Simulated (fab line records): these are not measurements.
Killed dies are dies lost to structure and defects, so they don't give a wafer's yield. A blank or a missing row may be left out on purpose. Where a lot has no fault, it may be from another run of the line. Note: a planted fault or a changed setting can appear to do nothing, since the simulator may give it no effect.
fab line records	flow n5-finfet
record lots=11	wafers=33	last-day=18
route steps=1938 shown SPACER0@260 SD_EPI_N@272 SD_EPI_P@295 BEOL_M4@1111
lots with no fault: from the same line, run without faults
start-h: hours from the record's first day to the start of the lot's first wafer shown	wait-h: time in hours since the lot's previous step	" same as the row above	L1.1+2: several wafers, shown together as one row	- no value present, or no start provided	* or withheld: withheld	< > ~ a bound
route shown NAME@n: NAME is a module with steps in the file, n the number in the route of the first one	usual: mean/standard deviation of fault-free wafers	same: alike in all rows	chamber/n: place in a boat	sites: the reading at each site	_std_site: the values' standard deviation	_edge_site: outer sites' mean less inner sites'	radius-mm: how far each site lies from the wafer's centre	mask NAME#n: copy n	behind: the last tool/chamber to shape the wafer	hold: why the lot was held/for how many hours/how that ended	device: whichever transistor did not switch (one of n, p or np)	end of line: the route-end tests of the same wafers	step lacking rows: just its recipe	killed: count of dies lost to structure and defects at first sort (not the wafer's yield)	map: shows each die of a wafer: x if killed, . if not, _ if none is there
set.NAME: the setting the step ran with; set.NAME@STEP: the setting that earlier step ran with	model.NAME: the simulator's own value behind a step, which no gauge read
a sample of lots followed through the steps of the route, with each step as a table and each wafer as a row
services: from which hour (start-h, from the record's first day; less than 0 if before it) a tool's chamber was out of use, for how many hours, and why
## steps
# step N5_SPACER0_ALD_08
# recipe material=SiNx	target-thk-a=20	temp-c=400	ald-precursor-family=SiH2I2	ald-co-reactant=N2/H2-plasma	pressure-torr=2
# usual heater-power-w=851/66	susceptor-temp-C=400.00/0.22
lot.wafer	tool	chamber	start-h	wait-h	heater-power-w	susceptor-temp-C
L468.4	ald-sin-03	1	47.81	0.1	796	399.71
L468.5	"	3	"	"	789	399.73
L468.6	"	0	"	"	789	399.86
L475.3	ald-sin-04	3	90.70	0.1	813	399.66
L475.4	"	1	"	"	824	399.88
L475.5	"	1	"	"	836	400.04
L476.2	ald-sin-03	2	95.84	0.1	832	400.00
L476.3	"	1	"	"	809	399.68
L476.5	"	0	"	"	770	400.31
L477.1	ald-sin-03	0	100.96	0.1	778	400.34
L477.5	"	2	"	"	815	399.71
L477.6	"	1	"	"	798	399.74
L478.1	ald-sin-04	1	107.24	0.1	830	400.02
L478.3	"	3	"	"	806	400.06
L478.6	"	2	"	"	965	400.18
L479.1	ald-sin-04	3	113.72	0.1	810	399.73
L479.2	"	1	"	"	840	400.01
L479.6	"	3	"	"	808	399.84
L480.3	ald-sin-01	2	121.82	0.1	819	400.18
L480.4	"	3	"	"	769	399.87
L480.5	"	0	"	"	940	400.04
L481.3	ald-sin-01	1	127.18	0.1	890	399.70
L481.5	"	1	"	"	910	400.12
L481.6	"	0	"	"	923	400.24
L483.1	ald-sin-03	1	138.99	0.1	787	399.89
L483.3	"	0	"	"	788	400.27
L483.4	"	2	"	"	842	399.89
L489.2	ald-sin-04	3	172.59	0.1	809	399.77
L489.3	"	0	"	"	934	399.89
L489.5	"	1	"	"	833	399.86
L490.1	ald-sin-04	0	184.51	0.1	892	400.16
L490.3	"	2	"	"	1000	400.11
L490.5	"	0	"	"	889	400.01
# step N5_SD_EPI_N_INSPECT_11
# recipe mode=adi	inspect-instrument=macro
# usual raw-defect-count=2.1/1.4
lot.wafer	tool	chamber	start-h	wait-h	raw-defect-count
L468.4	defect-inspect-02	-	48.29	0.0	0
L468.5	"	-	"	"	3
L468.6	"	-	"	"	2
L475.3	defect-inspect-01	-	91.31	0.0	4
L475.4	"	-	"	"	1
L475.5	"	-	"	"	3
L476.2	defect-inspect-01	-	99.19	0.0	1
L476.3	"	-	"	"	2
L476.5	"	-	"	"	5
L477.1	defect-inspect-01	-	101.57	0.0	2
L477.5	"	-	"	"	2
L477.6	"	-	"	"	3
L478.1	defect-inspect-02	-	107.86	0.0	3
L478.3	"	-	"	"	3
L478.6	"	-	"	"	5
L479.1	defect-inspect-02	-	114.33	0.0	1
L479.2	"	-	"	"	0
L479.6	"	-	"	"	0
L480.3	defect-inspect-02	-	122.43	0.0	7
L480.4	"	-	"	"	3
L480.5	"	-	"	"	2
L481.3	defect-inspect-01	-	127.80	0.0	2
L481.5	"	-	"	"	1
L481.6	"	-	"	"	4
L483.1	defect-inspect-01	-	139.49	0.0	2
L483.3	"	-	"	"	2
L483.4	"	-	"	"	4
L489.2	defect-inspect-01	-	173.20	0.0	1
L489.3	"	-	"	"	1
L489.5	"	-	"	"	0
L490.1	defect-inspect-02	-	185.12	0.0	4
L490.3	"	-	"	"	2
L490.5	"	-	"	"	1
# step N5_SD_EPI_N_LINER_46
# recipe material=SiNx	target-thk-a=30	temp-c=400	ald-precursor-family=SiH2I2	ald-co-reactant=N2/H2-plasma	pressure-torr=2
# usual heater-power-w=879/68	susceptor-temp-C=400.04/0.21
lot.wafer	tool	chamber	start-h	wait-h	heater-power-w	susceptor-temp-C
L468.4	ald-sin-02	3	52.40	0.1	808	399.77
L468.5	"	1	"	"	833	400.01
L468.6	"	0	"	"	957	400.00
L475.3	ald-sin-04	0	95.60	0.7	911	400.17
L475.4	"	2	"	"	975	400.00
L475.5	"	3	"	"	790	400.16
L476.2	ald-sin-04	3	104.22	1.4	805	399.75
L476.3	"	0	"	"	884	400.25
L476.5	"	2	"	"	993	399.64
L477.1	ald-sin-01	2	105.32	0.2	812	399.80
L477.5	"	3	"	"	790	400.07
L477.6	"	2	"	"	836	400.13
L478.1	ald-sin-02	3	111.92	0.3	826	400.00
L478.3	"	1	"	"	861	399.95
L478.6	"	2	"	"	927	400.16
L479.1	ald-sin-01	2	118.38	0.2	830	399.94
L479.2	"	1	"	"	892	400.30
L479.6	"	0	"	"	944	400.31
L480.3	ald-sin-02	3	126.45	0.1	818	400.52
L480.4	"	0	"	"	970	400.13
L480.5	"	0	"	"	948	400.24
L481.3	ald-sin-04	1	131.71	0.1	848	399.87
L481.5	"	1	"	"	858	399.79
L481.6	"	2	"	"	980	399.81
L483.1	ald-sin-02	0	143.43	0.4	997	400.02
L483.3	"	2	"	"	936	399.92
L483.4	"	1	"	"	812	399.79
L489.2	ald-sin-04	1	177.37	0.1	819	399.80
L489.3	"	3	"	"	804	399.80
L489.5	"	2	"	"	959	399.59
L490.1	ald-sin-02	2	188.92	0.2	928	399.92
L490.3	"	1	"	"	840	400.22
L490.5	"	0	"	"	980	399.89
# step N5_SD_EPI_P_COAT_34
# recipe resist=SOC	temp-c=250	time-s=60	spin-rpm=1500	resist-thk-nm=350
# usual spin-speed-rpm=1500.0/0.81
lot.wafer	tool	chamber	start-h	wait-h	spin-speed-rpm
L468.4	litho-track-03	0	52.68	0.0	1500.6
L468.5	"	0	"	"	1499.4
L468.6	"	0	"	"	1498.5
L475.3	litho-track-04	0	95.88	0.0	1500.4
L475.4	"	0	"	"	1500.5
L475.5	"	0	"	"	1499.1
L476.2	litho-track-04	0	104.50	0.0	1499.2
L476.3	"	0	"	"	1499.9
L476.5	"	0	"	"	1500.0
L477.1	litho-track-04	0	105.60	0.0	1534.2
L477.5	"	0	"	"	1534.8
L477.6	"	0	"	"	1534.4
L478.1	litho-track-03	0	112.20	0.0	1499.8
L478.3	"	0	"	"	1501.2
L478.6	"	0	"	"	1499.3
L479.1	litho-track-04	0	118.66	0.0	1534.5
L479.2	"	0	"	"	1533.5
L479.6	"	0	"	"	1533.6
L480.3	litho-track-04	0	126.73	0.0	1533.5
L480.4	"	0	"	"	1534.7
L480.5	"	0	"	"	1534.6
L481.3	litho-track-03	0	132.00	0.0	1500.6
L481.5	"	0	"	"	1499.0
L481.6	"	0	"	"	1499.9
L483.1	litho-track-03	0	143.71	0.0	1499.1
L483.3	"	0	"	"	1500.5
L483.4	"	0	"	"	1498.8
L489.2	litho-track-03	0	177.65	0.0	1500.7
L489.3	"	0	"	"	1500.1
L489.5	"	0	"	"	1500.7
L490.1	litho-track-04	0	189.20	0.0	1498.1
L490.3	"	0	"	"	1497.9
L490.5	"	0	"	"	1498.7
# step N5_BEOL_M4_RC_MEAS_101
# usual DIBL_N=36.7/1.8	DIBL_P=37.0/2.4	IOFF_N=0.17/0.036	IOFF_P=0.22/0.042	ION_N=673/12	ION_P=462/8.5	SS_N=71.7/0.62	SS_P=73.4/0.65	VT_N=250/3.7	VT_P=-250/3.7
lot.wafer	tool	chamber	start-h	wait-h	DIBL_N[mV/V]	DIBL_P[mV/V]	IOFF_N[nA/um]	IOFF_P[nA/um]	ION_N[uA/um]	ION_P[uA/um]	SS_N[mV/dec]	SS_P[mV/dec]	VT_N[mV]	VT_P[mV]
L468.4	prober-01	0	190.83	0.5	38.0	39.7	0.19	0.24	682	462	72.3	73.6	247	-250
L468.5	"	0	"	"	36.5	37.5	0.16	0.20	676	460	71.0	73.5	250	-252
L468.6	"	0	"	"	37.5	39.1	0.18	0.23	678	458	71.5	74.0	248	-251
L475.3	prober-02	0	224.45	0.3	36.2	37.7	0.16	0.22	675	471	71.6	73.5	249	-246
L475.4	"	0	"	"	33.3	33.2	0.12	0.17	663	460	71.1	72.6	254	-251
L475.5	"	0	"	"	37.4	38.6	0.18	0.25	677	468	72.3	73.3	248	-248
L476.2	prober-02	0	233.76	0.2	41.1	41.2	0.24	0.27	692	467	72.5	73.7	244	-251
L476.3	"	0	"	"	38.2	38.3	0.18	0.20	672	456	72.0	73.1	248	-255
L476.5	"	0	"	"	37.5	37.9	0.17	0.21	670	451	71.7	73.3	247	-251
L479.1	prober-02	0	237.03	0.0	37.4	38.1	0.18	0.23	675	459	71.5	74.1	248	-251
L479.2	"	0	"	"	36.3	37.3	0.16	0.23	687	471	71.8	73.4	249	-250
L479.6	"	0	"	"	37.2	36.4	0.16	0.21	689	470	71.9	73.1	248	-250
L477.1	prober-01	0	237.71	0.0	35.9	35.9	0.17	0.25	683	479	71.0	72.7	246	-243
L477.5	"	0	"	"	35.4	35.4	0.15	0.24	667	470	72.1	72.2	250	-244
L477.6	"	0	"	"	37.8	37.7	0.20	0.29	672	474	71.9	73.1	245	-243
L478.1	prober-01	0	239.43	0.0	36.1	37.0	0.14	0.20	658	454	70.6	73.7	254	-250
L478.3	"	0	"	"	34.9	35.6	0.12	0.18	649	449	71.2	73.3	256	-251
L478.6	"	0	"	"	35.9	35.9	0.13	0.19	659	455	71.2	73.3	251	-254
L480.3	prober-01	0	262.71	0.3	36.3	38.6	0.17	0.25	680	468	71.7	74.3	246	-247
L480.4	"	0	"	"	31.7	31.5	0.10	0.15	651	457	69.3	72.0	256	-250
L480.5	"	0	"	"	38.1	40.0	0.20	0.28	668	464	72.6	74.5	248	-248
L483.1	prober-02	0	269.87	0.0	38.3	41.0	0.20	0.29	686	484	72.5	74.2	246	-244
L483.3	"	0	"	"	36.7	38.9	0.19	0.27	693	477	71.0	73.6	246	-244
L483.4	"	0	"	"	38.1	40.2	0.22	0.29	693	479	71.9	73.2	241	-246
L481.3	prober-01	0	271.27	0.3	34.9	37.2	0.14	0.22	669	465	70.8	73.9	252	-251
L481.5	"	0	"	"	35.1	36.2	0.13	0.19	664	460	71.2	74.0	255	-253
L481.6	"	0	"	"	34.5	36.0	0.13	0.19	674	463	71.3	73.4	250	-253
L489.2	prober-02	0	302.50	0.2	38.1	36.4	0.17	0.25	687	471	71.4	73.9	247	-248
L489.3	"	0	"	"	39.6	38.4	0.20	0.29	671	462	72.5	73.2	250	-247
L489.5	"	0	"	"	37.0	35.7	0.15	0.23	683	470	70.7	73.3	249	-248
L490.1	prober-02	0	330.73	0.0	37.6	38.4	0.18	0.24	684	467	72.0	72.7	248	-250
L490.3	"	0	"	"	36.9	37.5	0.16	0.22	671	460	71.8	73.1	249	-254
L490.5	"	0	"	"	36.6	37.7	0.16	0.23	676	469	71.8	73.9	249	-251
## services
tool	chamber	start-h	hours	kind
ald-sin-04	0	24.93	18.6	repair
ald-sin-02	-	28.64	12.0	repair
ald-sin-01	3	41.87	10.9	repair
ald-sin-01	-	85.25	14.0	pm
ald-sin-01	0	85.25	14.0	vent-cycle
ald-sin-01	1	85.25	14.0	vent-cycle
ald-sin-01	2	85.25	14.0	vent-cycle
ald-sin-01	3	85.25	14.0	vent-cycle
ald-sin-02	1	85.55	8.5	repair
ald-sin-03	3	87.77	16.2	repair
ald-sin-01	0	99.25	-	clean
ald-sin-01	1	99.25	-	clean
ald-sin-01	2	99.25	-	clean
ald-sin-01	3	99.25	-	clean
ald-sin-02	-	122.03	1.1	repair
ald-sin-02	-	148.80	0.9	repair
ald-sin-03	-	178.07	14.0	pm
ald-sin-03	0	178.07	14.0	vent-cycle
ald-sin-03	1	178.07	14.0	vent-cycle
ald-sin-03	2	178.07	14.0	vent-cycle
ald-sin-03	3	178.07	14.0	vent-cycle
## key
first-sign step=N5_SD_EPI_P_COAT_34	reading=spin-speed-rpm	direction=up	sigmas=42	usual=*	struck=*
effect none on later readings
met-at N5_SD_EPI_P_COAT_34
struck-lots L477,L479,L480
not-acting-at N5_SPACER0_ALD_08,N5_SD_EPI_N_INSPECT_11,N5_SD_EPI_N_LINER_46
onset-between 104.50 105.60
fault kind=process-parameter-drift	tool=litho-track-04	chamber=-	onset-h=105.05	steps=N5_SD_EPI_P_COAT_34	channel=spin-rpm	offset=*	shape=step	end-h=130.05	acts-in=*	stated=*
